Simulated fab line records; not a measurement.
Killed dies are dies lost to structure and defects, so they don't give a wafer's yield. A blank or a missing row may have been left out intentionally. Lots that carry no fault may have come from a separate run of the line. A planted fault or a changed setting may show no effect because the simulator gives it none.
The tool behind it: which one? :: flow n5-finfet :: 11 lots, 31 wafers sampled, at 7 steps of a route of 1938

WHAT THE GAUGES READ, wafer by wafer
N5_WELL_APT_INSPECT_38: inspects for defects (darkfield). Usual: raw-defect-count reads 13 (standard deviation 5.2).
lot: L422
measured: day 1 23:10
on: defect-inspect-01
raw-defect-count: 17 17 10
flag: 

lot: L424
measured: day 2 11:32
on: defect-inspect-01
raw-defect-count: 15 22 10
flag: 

lot: L429
measured: day 3 16:39
on: defect-inspect-01
raw-defect-count: 12 10 11
flag: 

lot: L432
measured: day 4 13:36
on: defect-inspect-01
raw-defect-count: 11 12 16
flag: 

lot: L433
measured: day 4 16:35
on: defect-inspect-01
raw-defect-count: 28 24 23
flag: 

lot: L434
measured: day 4 23:25
on: defect-inspect-01
raw-defect-count: 19 18 14
flag: 

lot: L435
measured: day 5 05:44
on: defect-inspect-02
raw-defect-count: 10 14 16
flag: 

lot: L437
measured: day 5 16:57
on: defect-inspect-02
raw-defect-count: 13 11
flag: 

lot: L439
measured: day 6 06:50
on: defect-inspect-01
raw-defect-count: 16 6
flag: 

lot: L440
measured: day 6 11:21
on: defect-inspect-02
raw-defect-count: 14 17 13
flag: 

lot: L442
measured: day 6 22:39
on: defect-inspect-01
raw-defect-count: 13 20 26
flag: 

N5_PMOS_HMC_CHANNEL_EPI_THK_MEAS_22. Usual: HMC_CMP_THK 54.0 nm, standard deviation 1.1.
lot: L422
measured: day 2 01:50
on: film-metro-02
HMC_CMP_THK (nm): 52.8 54.7 54.2
flag: 

lot: L424
measured: day 2 14:11
on: film-metro-01
HMC_CMP_THK (nm): 54.1 53.0 52.2
flag: 

lot: L429
measured: day 3 19:26
on: film-metro-01
HMC_CMP_THK (nm): 52.6 56.2 52.8
flag: 

lot: L432
measured: day 4 16:17
on: film-metro-01
HMC_CMP_THK (nm): 52.9 52.6 52.7
flag: 

lot: L433
measured: day 4 19:21
on: film-metro-02
HMC_CMP_THK (nm): 52.7 52.9 53.7
flag: 

lot: L434
measured: day 5 02:59
on: film-metro-01
HMC_CMP_THK (nm): 54.1 54.0 53.2
flag: 

lot: L435
measured: day 5 08:33
on: film-metro-01
HMC_CMP_THK (nm): 52.8 54.0 55.2
flag: 

lot: L437
measured: day 5 20:08
on: film-metro-01
HMC_CMP_THK (nm): 53.2 53.2
flag: 

lot: L439
measured: day 6 10:01
on: film-metro-01
HMC_CMP_THK (nm): 54.1 54.4
flag: 

lot: L440
measured: day 6 14:01
on: film-metro-01
HMC_CMP_THK (nm): 53.8 54.2 52.6
flag: 

lot: L442
measured: day 7 01:28
on: film-metro-02
HMC_CMP_THK (nm): 56.0 54.4 55.0
flag: 

N5_FIN_SAQP_THK_MEAS_05. Usual: thk-nm reads 38.0 nm (standard deviation 0.56).
lot: L422
measured: day 2 03:05
on: film-metro-01
thk-nm (nm): 37.5 37.5 38.0
flag: 

lot: L424
measured: day 2 15:17
on: film-metro-01
thk-nm (nm): 37.9 37.9 38.6
flag: 

lot: L429
measured: day 3 21:55
on: film-metro-01
thk-nm (nm): 38.4 38.2 39.5
flag: 

lot: L432
measured: day 4 18:39
on: film-metro-01
thk-nm (nm): 4.0 4.0 3.9
flag: OFF

lot: L433
measured: day 4 20:27
on: film-metro-02
thk-nm (nm): 4.0 4.0 4.0
flag: OFF

lot: L434
measured: day 5 05:04
on: film-metro-01
thk-nm (nm): 4.0 4.0 4.0
flag: OFF

lot: L435
measured: day 5 09:55
on: film-metro-01
thk-nm (nm): 38.0 38.6 38.2
flag: 

lot: L437
measured: day 5 22:25
on: film-metro-02
thk-nm (nm): 38.0 37.8
flag: 

lot: L439
measured: day 6 11:08
on: film-metro-02
thk-nm (nm): 38.2 37.9
flag: 

lot: L440
measured: day 6 15:09
on: film-metro-01
thk-nm (nm): 37.7 37.4 37.8
flag: 

lot: L442
measured: day 7 02:35
on: film-metro-01
thk-nm (nm): 37.6 36.8 37.9
flag: 

N5_FIN_SAQP_THK_MEAS_07. Usual: thk-nm reads 59.9 nm (standard deviation 0.84).
lot: L422
measured: day 2 03:17
on: film-metro-01
thk-nm (nm): 60.0 58.7 60.6
flag: 

lot: L424
measured: day 2 15:30
on: film-metro-02
thk-nm (nm): 58.6 58.7 60.6
flag: 

lot: L429
measured: day 3 22:08
on: film-metro-02
thk-nm (nm): 61.2 59.4 60.7
flag: 

lot: L432
measured: day 4 18:52
on: film-metro-01
thk-nm (nm): 59.3 60.2 60.7
flag: 

lot: L433
measured: day 4 20:40
on: film-metro-02
thk-nm (nm): 59.2 58.9 59.1
flag: 

lot: L434
measured: day 5 05:16
on: film-metro-02
thk-nm (nm): 59.9 61.1 61.3
flag: 

lot: L435
measured: day 5 10:07
on: film-metro-02
thk-nm (nm): 60.0 60.3 60.4
flag: 

lot: L437
measured: day 5 22:37
on: film-metro-02
thk-nm (nm): 61.3 59.9
flag: 

lot: L439
measured: day 6 11:20
on: film-metro-02
thk-nm (nm): 59.5 59.4
flag: 

lot: L440
measured: day 6 15:22
on: film-metro-01
thk-nm (nm): 59.2 58.1 60.9
flag: 

lot: L442
measured: day 7 02:47
on: film-metro-02
thk-nm (nm): 59.3 59.2 60.1
flag: 

N5_FIN_SAQP_CD_MEAS_31: target cd 8 nm. Usual: cd-nm reads 8.11 nm (standard deviation 0.21).
lot: L422
measured: day 2 08:08
on: cd-sem-02
cd-nm (nm): 8.36 8.10 8.16
flag: 

lot: L424
measured: day 2 20:04
on: cd-sem-02
cd-nm (nm): 8.47 8.34 8.08
flag: 

lot: L429
measured: day 4 04:00
on: cd-sem-02
cd-nm (nm): 8.13 7.66 7.78
flag: 

lot: L432
measured: day 5 00:22
on: cd-sem-03
cd-nm (nm): - - -
flag: OFF

lot: L433
measured: day 5 02:05
on: cd-sem-03
cd-nm (nm): - - -
flag: OFF

lot: L434
measured: day 5 10:35
on: cd-sem-02
cd-nm (nm): - - -
flag: OFF

lot: L435
measured: day 5 14:51
on: cd-sem-03
cd-nm (nm): 8.14 8.36 8.12
flag: 

lot: L437
measured: day 6 03:23
on: cd-sem-01
cd-nm (nm): 7.88 8.64
flag: 

lot: L439
measured: day 6 15:52
on: cd-sem-01
cd-nm (nm): 7.91 7.96
flag: 

lot: L440
measured: day 6 21:10
on: cd-sem-03
cd-nm (nm): 8.01 8.11 8.28
flag: 

lot: L442
measured: day 7 07:19
on: cd-sem-01
cd-nm (nm): 8.25 7.88 8.27
flag: 

N5_BEOL_M4_RC_MEAS_101. Usual: DIBL_N 36.6 mV/V, standard deviation 2.1; DIBL_P 36.3 mV/V, standard deviation 2.2; IOFF_N 0.16 nA/um, standard deviation 0.036; IOFF_P 0.21 nA/um, standard deviation 0.038; ION_N 671 uA/um, standard deviation 12; ION_P 460 uA/um, standard deviation 7.5; SS_N 71.8 mV/dec, standard deviation 0.72; SS_P 73.3 mV/dec, standard deviation 0.72; VT_N 250 mV, standard deviation 3.2; VT_P -250 mV, standard deviation 3.5.
lot: L422
measured: day 8 03:50
on: prober-01
DIBL_N (mV/V): 39.8 37.9 39.4
DIBL_P (mV/V): 37.1 35.5 36.5
IOFF_N (nA/um): 0.20 0.17 0.19
IOFF_P (nA/um): 0.26 0.24 0.25
ION_N (uA/um): 678 679 666
ION_P (uA/um): 469 473 460
SS_N (mV/dec): 72.1 71.9 72.7
SS_P (mV/dec): 73.7 73.5 73.9
VT_N (mV): 249 247 247
VT_P (mV): -245 -246 -246
flag: 

lot: L424
measured: day 8 13:08
on: prober-01
DIBL_N (mV/V): 36.6 34.7 35.2
DIBL_P (mV/V): 35.8 33.8 33.3
IOFF_N (nA/um): 0.18 0.14 0.14
IOFF_P (nA/um): 0.21 0.18 0.17
ION_N (uA/um): 674 670 664
ION_P (uA/um): 458 463 452
SS_N (mV/dec): 71.9 71.7 71.7
SS_P (mV/dec): 73.5 73.2 72.9
VT_N (mV): 249 250 251
VT_P (mV): -251 -254 -253
flag: 

lot: L429
measured: day 9 17:07
on: prober-01
DIBL_N (mV/V): 35.7 36.0 35.9
DIBL_P (mV/V): 35.6 36.6 36.8
IOFF_N (nA/um): 0.16 0.16 0.16
IOFF_P (nA/um): 0.21 0.23 0.22
ION_N (uA/um): 674 673 673
ION_P (uA/um): 459 462 458
SS_N (mV/dec): 71.9 71.8 72.2
SS_P (mV/dec): 73.0 73.2 73.3
VT_N (mV): 248 250 249
VT_P (mV): -252 -249 -250
flag: 

lot: L435
measured: day 11 03:21
on: prober-01
DIBL_N (mV/V): 34.3 35.9 36.2
DIBL_P (mV/V): 34.3 36.8 37.5
IOFF_N (nA/um): 0.13 0.16 0.17
IOFF_P (nA/um): 0.17 0.21 0.22
ION_N (uA/um): 644 667 673
ION_P (uA/um): 444 463 458
SS_N (mV/dec): 72.1 71.9 72.4
SS_P (mV/dec): 73.3 72.9 73.7
VT_N (mV): 256 250 246
VT_P (mV): -256 -252 -251
flag: 

lot: L437
measured: day 12 03:55
on: prober-01
DIBL_N (mV/V): 34.9 40.3
DIBL_P (mV/V): 32.9 40.3
IOFF_N (nA/um): 0.12 0.23
IOFF_P (nA/um): 0.14 0.26
ION_N (uA/um): 655 696
ION_P (uA/um): 446 465
SS_N (mV/dec): 71.3 72.1
SS_P (mV/dec): 72.5 75.3
VT_N (mV): 257 245
VT_P (mV): -259 -249
flag: 

lot: L439
measured: day 12 11:01
on: prober-02
DIBL_N (mV/V): 34.1 36.6
DIBL_P (mV/V): 35.0 37.4
IOFF_N (nA/um): 0.13 0.18
IOFF_P (nA/um): 0.18 0.21
ION_N (uA/um): 680 669
ION_P (uA/um): 464 456
SS_N (mV/dec): 71.4 72.4
SS_P (mV/dec): 72.3 73.0
VT_N (mV): 249 249
VT_P (mV): -251 -252
flag: 

lot: L440
measured: day 12 15:39
on: prober-01
DIBL_N (mV/V): 37.1 36.6 35.7
DIBL_P (mV/V): 38.6 35.5 35.3
IOFF_N (nA/um): 0.14 0.13 0.12
IOFF_P (nA/um): 0.21 0.16 0.16
ION_N (uA/um): 657 653 648
ION_P (uA/um): 457 443 447
SS_N (mV/dec): 71.7 71.6 71.1
SS_P (mV/dec): 74.2 73.5 72.5
VT_N (mV): 252 254 255
VT_P (mV): -251 -257 -254
flag: 

lot: L442
measured: day 13 02:57
on: prober-01
DIBL_N (mV/V): 37.2 33.6 34.7
DIBL_P (mV/V): 35.3 32.8 33.9
IOFF_N (nA/um): 0.16 0.12 0.14
IOFF_P (nA/um): 0.24 0.21 0.21
ION_N (uA/um): 658 666 667
ION_P (uA/um): 456 468 469
SS_N (mV/dec): 72.2 70.6 70.3
SS_P (mV/dec): 73.5 72.2 72.7
VT_N (mV): 251 255 247
VT_P (mV): -246 -249 -246
flag: 

WHICH TOOL RAN EACH LOT (tool, then ch and the chambers of the sampled wafers, then the start)
lot: L422
N5_FIN_SAQP_HM_DEP_03: pecvd-04 ch 1,2, day 2 02:59

lot: L424
N5_FIN_SAQP_HM_DEP_03: pecvd-04 ch 0,1,2, day 2 15:13

lot: L429
N5_FIN_SAQP_HM_DEP_03: pecvd-04 ch 0,2, day 3 21:50

lot: L432
N5_FIN_SAQP_HM_DEP_03: pecvd-03 ch 0,2, day 4 18:34

lot: L433
N5_FIN_SAQP_HM_DEP_03: pecvd-04 ch 0,1, day 4 20:22

lot: L434
N5_FIN_SAQP_HM_DEP_03: pecvd-04 ch 0,1,2, day 5 05:00

lot: L435
N5_FIN_SAQP_HM_DEP_03: pecvd-04 ch 0,1, day 5 09:50

lot: L437
N5_FIN_SAQP_HM_DEP_03: pecvd-04 ch 0,1, day 5 22:21

lot: L439
N5_FIN_SAQP_HM_DEP_03: pecvd-03 ch 0,2, day 6 11:02

lot: L440
N5_FIN_SAQP_HM_DEP_03: pecvd-04 ch 0,1,2, day 6 15:04

lot: L442
N5_FIN_SAQP_HM_DEP_03: pecvd-01 ch 0,1,2, day 7 02:29
- N5_FIN_SAQP_HM_DEP_03: deposits SiNx from SiH4/NH3/N2, target thk 38 nm, time 33.6 s.

AS READ BY THE TOOLS THEMSELVES (means over the sampled wafers that have a number; for cases with no such wafer, the mark the record gives instead)
N5_FIN_SAQP_HM_DEP_03. Usual: chamber-pressure-Torr 1.500 Torr, standard deviation 0.0034; heater-power-outer-w 463 W, standard deviation 43; heater-power-w 776 W, standard deviation 59; rf-fwd-power-W 297.8 W, standard deviation 1.1; showerhead-plenum-p-Torr 5.12 Torr, standard deviation 0.059; throttle-valve-pct 40.1 %, standard deviation 1.5.
lot: L422
tool: pecvd-04
chamber-pressure-Torr (Torr): 1.496
heater-power-outer-w (W): 486
heater-power-w (W): 807
rf-fwd-power-W (W): 297.6
showerhead-plenum-p-Torr (Torr): 5.11
throttle-valve-pct (%): 39.8
flag: 

lot: L424
tool: pecvd-04
chamber-pressure-Torr (Torr): 1.500
heater-power-outer-w (W): 442
heater-power-w (W): 738
rf-fwd-power-W (W): 297.1
showerhead-plenum-p-Torr (Torr): 5.11
throttle-valve-pct (%): 40.6
flag: 

lot: L429
tool: pecvd-04
chamber-pressure-Torr (Torr): 1.500
heater-power-outer-w (W): 471
heater-power-w (W): 786
rf-fwd-power-W (W): 298.5
showerhead-plenum-p-Torr (Torr): 5.10
throttle-valve-pct (%): 41.6
flag: 

lot: L432
tool: pecvd-03
chamber-pressure-Torr (Torr): -
heater-power-outer-w (W): -
heater-power-w (W): -
rf-fwd-power-W (W): -
showerhead-plenum-p-Torr (Torr): -
throttle-valve-pct (%): -
flag: OFF

lot: L433
tool: pecvd-04
chamber-pressure-Torr (Torr): -
heater-power-outer-w (W): -
heater-power-w (W): -
rf-fwd-power-W (W): -
showerhead-plenum-p-Torr (Torr): -
throttle-valve-pct (%): -
flag: OFF

lot: L434
tool: pecvd-04
chamber-pressure-Torr (Torr): -
heater-power-outer-w (W): -
heater-power-w (W): -
rf-fwd-power-W (W): -
showerhead-plenum-p-Torr (Torr): -
throttle-valve-pct (%): -
flag: OFF

lot: L435
tool: pecvd-04
chamber-pressure-Torr (Torr): 1.497
heater-power-outer-w (W): 498
heater-power-w (W): 812
rf-fwd-power-W (W): 298.1
showerhead-plenum-p-Torr (Torr): 5.09
throttle-valve-pct (%): 41.6
flag: 

lot: L437
tool: pecvd-04
chamber-pressure-Torr (Torr): 1.498
heater-power-outer-w (W): 476
heater-power-w (W): 773
rf-fwd-power-W (W): 296.8
showerhead-plenum-p-Torr (Torr): 5.09
throttle-valve-pct (%): 41.4
flag: 

lot: L439
tool: pecvd-03
chamber-pressure-Torr (Torr): 1.500
heater-power-outer-w (W): 455
heater-power-w (W): 812
rf-fwd-power-W (W): 296.6
showerhead-plenum-p-Torr (Torr): 5.12
throttle-valve-pct (%): 39.3
flag: 

lot: L440
tool: pecvd-04
chamber-pressure-Torr (Torr): 1.500
heater-power-outer-w (W): 425
heater-power-w (W): 729
rf-fwd-power-W (W): 298.3
showerhead-plenum-p-Torr (Torr): 5.10
throttle-valve-pct (%): 40.9
flag: 

lot: L442
tool: pecvd-01
chamber-pressure-Torr (Torr): 1.495
heater-power-outer-w (W): 485
heater-power-w (W): 813
rf-fwd-power-W (W): 299.4
showerhead-plenum-p-Torr (Torr): 5.13
throttle-valve-pct (%): 38.3
flag: 

THE ANSWER, worked out from the rows above alone
Rule: a lot is off if the mean of its wafers that have a number lies more than 3 standard deviations from the usual mean. A lot without any number at a reading at which 4 lots or more have one is off too. Any other lot the step has rows for is counted as sound. After the gauges, taken in route order, come the tools' own readings; for these a lot's mean is taken, as printed above. At the first step where some lot is off, the reading lying furthest off is the one used; lots without a number count as furthest.
Off at N5_FIN_SAQP_THK_MEAS_05 (thk-nm): L432, L433, L434.
If a tool, at a process step before that reading, ran all the lots that are off and no sound lot after the first of them, it fits. Not tried: the gauges at N5_FIN_SAQP_THK_MEAS_05; whatever is off there is also off at N5_FIN_SAQP_CD_MEAS_31, on other tools, and gauge error can't account for it. Of those tried, none fits.

WHAT WAS PUT IN BY THE SIMULATOR
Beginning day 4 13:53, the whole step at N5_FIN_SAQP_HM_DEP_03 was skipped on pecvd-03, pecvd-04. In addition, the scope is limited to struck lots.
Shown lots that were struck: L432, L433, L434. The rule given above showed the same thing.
